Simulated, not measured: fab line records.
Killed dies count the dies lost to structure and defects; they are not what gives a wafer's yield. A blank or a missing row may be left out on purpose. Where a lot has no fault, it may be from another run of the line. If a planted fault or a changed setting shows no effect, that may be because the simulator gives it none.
Chamber matching ; flow n5Finfet ; 3 sister chambers for N5_BEOL_M1_PECVD_72 on pecvd-01
The step deposits SiO2 from TEOS/O2, target thk 16 nm, time 18 s. 6 wafers are shown with their chamber, then 8 later ones without.

== WAFERS WITH THEIR CHAMBER ==
wafer;chamber;throttleValvePct (%);showerheadPlenumPTorr (Torr)
L083.1;2;21.0;8.62
L084.1;2;21.2;8.63
L085.2;1;23.5;8.79
L085.4;0;25.5;8.88
L085.6;1;23.1;8.79
L089.3;0;25.6;8.91

== WAFERS WHOSE CHAMBER IS MISSING ==
wafer;throttleValvePct (%);showerheadPlenumPTorr (Torr)
L089.5;21.0;8.64
L089.6;25.1;8.91
L090.1;25.5;8.92
L090.3;21.2;8.64
L090.6;21.0;8.63
L096.1;25.3;8.90
L096.4;25.3;8.90
L096.5;23.1;8.81

== WHICH CHAMBER EACH ONE RAN IN ==
wafer;from the rows above;in truth
L089.5;2;2
L089.6;0;0
L090.1;0;0
L090.3;2;2
L090.6;2;2
L096.1;0;0
L096.4;0;0
L096.5;1;1
Placed correctly: 8 of 8. From these rows, 0 cannot be placed. Wrongly placed: 0.
How it was worked out, from the rows above alone: a wafer's distance from a chamber is the root of the sum, over the readings, of the square of ((its reading less the chamber's mean) divided by the reading's scatter). The wafer belongs to the nearest chamber; if the next one is less than 2 further off, it can't be placed. A chamber's mean is the mean of its shown wafers. How the scatter is found: for the shown wafers, subtract from each reading the mean of its chamber, square and add these, divide the total by (wafers less chambers), then take the root.
